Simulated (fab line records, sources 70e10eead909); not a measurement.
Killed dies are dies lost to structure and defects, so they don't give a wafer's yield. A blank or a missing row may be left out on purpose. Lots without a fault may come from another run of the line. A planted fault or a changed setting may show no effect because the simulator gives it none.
Which tool did it? | flow nand_harc | 22 lots, 66 wafers sampled, at 1 step of a route of 1302

WHAT THE GAUGES READ, wafer by wafer
NHARC_P_ZERO_WELL_CD_MEAS_11: target cd 500 nm.
lot  | measured     | on        | cd_nm (nm)
L074 | day 1 21:22  | cd_sem-02 | 502.5 502.3 503.1
L075 | day 2 07:22  | cd_sem-01 | 499.8 498.6 500.2
L076 | day 2 17:07  | cd_sem-01 | 500.3 501.7 500.4
L077 | day 3 03:15  | cd_sem-03 | 500.6 500.1 500.5
L078 | day 3 13:14  | cd_sem-03 | 501.7 502.0 501.9
L079 | day 3 23:14  | cd_sem-01 | 502.6 502.6 501.4
L080 | day 4 09:07  | cd_sem-03 | 503.3 498.6 501.6
L081 | day 4 19:14  | cd_sem-03 | 500.2 500.5 499.7
L082 | day 5 05:16  | cd_sem-02 | 500.9 500.4 501.2
L083 | day 5 15:07  | cd_sem-01 | 498.5 501.0 500.0
L085 | day 6 11:14  | cd_sem-02 | 500.9 501.1 499.7
L086 | day 6 21:14  | cd_sem-01 | 500.2 500.4 500.6
L087 | day 7 07:07  | cd_sem-02 | 499.1 499.8 501.0
L088 | day 7 17:16  | cd_sem-03 | 502.1 503.2 500.1
L089 | day 8 03:14  | cd_sem-02 | 500.8 500.6 499.8
L090 | day 8 13:17  | cd_sem-01 | 496.5 499.3 497.5
L091 | day 8 23:14  | cd_sem-02 | 500.0 502.7 500.3
L092 | day 9 09:07  | cd_sem-02 | 499.8 497.8 500.7
L094 | day 10 05:07 | cd_sem-02 | 498.6 500.2 499.8
L095 | day 10 15:15 | cd_sem-01 | 496.7 498.1 497.8
L096 | day 11 01:07 | cd_sem-03 | 501.5 502.1 502.2
L097 | day 11 11:08 | cd_sem-01 | 499.6 498.3 499.6

WHICH TOOL RAN EACH LOT (tool, then ch and the chambers of the sampled wafers, then the start)
The record holds no process step before these readings.

WHAT THE TOOLS THEMSELVES READ (means of the sampled wafers that have a number; where no wafer has one, the mark that the record gives instead)
The record holds no such reading with a usual standard deviation.

THE ANSWER, worked out from the rows above alone
Rule: what is usual is taken from the lots themselves. Put in order of their means at a reading, lots are off if they are a third of the lots or fewer, leave a main group of 4 or more, and stand apart from it by a gap of 3 or more times the standard deviation of the main group's means; of several such gaps the widest counts. A main group whose means are all the same, to the digits that the tables above print for the reading, isn't used. A lot without any number at a reading at which 4 lots or more have one is off too. The other lots that the step has rows for count as sound. The gauges are gone through in route order, then the tools' own readings, and for those a lot's mean is taken as printed above. The first step at which some lot is off is used, and at that step the reading that is off furthest; a lot without a number counts as furthest.
No lot is off at any reading shown: from this, nothing can be told.

WHAT THE SIMULATOR HAD PUT IN
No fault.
